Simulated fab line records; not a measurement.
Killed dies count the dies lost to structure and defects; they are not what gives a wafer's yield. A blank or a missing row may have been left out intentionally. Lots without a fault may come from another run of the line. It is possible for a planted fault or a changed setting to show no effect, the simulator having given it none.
3 desks looking at one fault	flow nandHarc	only its own numbers are on each desk; what lay behind them is given at the end

== THE METROLOGY DESK ==
Lot by lot, what the gauges showed, no matter which tool ran the lot: averages of those sampled wafers that carry a number. If a lot's mean is further than 4 standard deviations from the usual mean, the lot is out of limits and carries the mark OUT (the distance appears in the brackets).
Columns: A = thkNm at NHARC_A_DECK1_JOINT_THK_MEAS_14, usual 51.1 nm; B = thkNm at NHARC_A_DECK1_JOINT_THK_MEAS_17, usual 45.0 nm; C = thkNm at NHARC_A_ONON_D2_THK_MEAS_02, usual 1002 nm; D = thkNm at NHARC_A_ONON_D2_THK_MEAS_05, usual 1000 nm
lot	first seen here	A	B	C	D
L275	day 11 23:44	51.5	45.3	1006	1015
L280	day 14 00:32	51.7	44.5	1011	997
L283	day 14 22:24	50.3	44.9	1012	993
L284	day 15 18:20	50.9	45.4	1003	995
L295	day 19 21:42	49.9	45.4	994	1003
This desk found nothing out of limits on any of the 5 lots.

== THE TOOL OWNER'S DESK: wetBench-02 ==
The tool's own readings at NHARC_A_DECK1_JOINT_ETCH_19 (etches poly-Si in TMAH, target depth 3 nm): means of the sampled wafers that have a number, for each lot that ran on this tool. If a lot's mean is further than 4 standard deviations from the usual mean, the lot is out of limits and carries the mark OUT (the distance appears in the brackets).
Columns: A = tempC at NHARC_A_DECK1_JOINT_ETCH_19, usual 24.99 C
lot	first seen here	A
L280	day 13 14:09	24.89
L283	day 14 12:04	24.99
L295	day 19 11:20	24.95
This desk found nothing out of limits on any of the 3 lots.

== THE DEFECT DESK ==
Per lot, the means of the sampled wafers with a number show what the inspections along the route counted. If a lot's mean is further than 4 standard deviations from the usual mean, the lot is out of limits and carries the mark OUT (the distance appears in the brackets).
Columns: A = rawDefectCount at NHARC_A_CHANNEL_FILL_D1_INSPECT_13, usual 333
lot	first seen here	A
L275	day 11 13:06	408
L280	day 13 13:54	370
L283	day 14 11:49	435
L284	day 15 04:11	199
L295	day 19 11:05	372
This desk found nothing out of limits on any of the 5 lots.

== ALL TOGETHER ==
From the metrology desk's view, nothing was out of limits.
The desk of the tool owner found nothing out of limits.
Nothing out of limits was seen by the defect desk.

== WHAT THE SIMULATOR HAD PUT IN ==
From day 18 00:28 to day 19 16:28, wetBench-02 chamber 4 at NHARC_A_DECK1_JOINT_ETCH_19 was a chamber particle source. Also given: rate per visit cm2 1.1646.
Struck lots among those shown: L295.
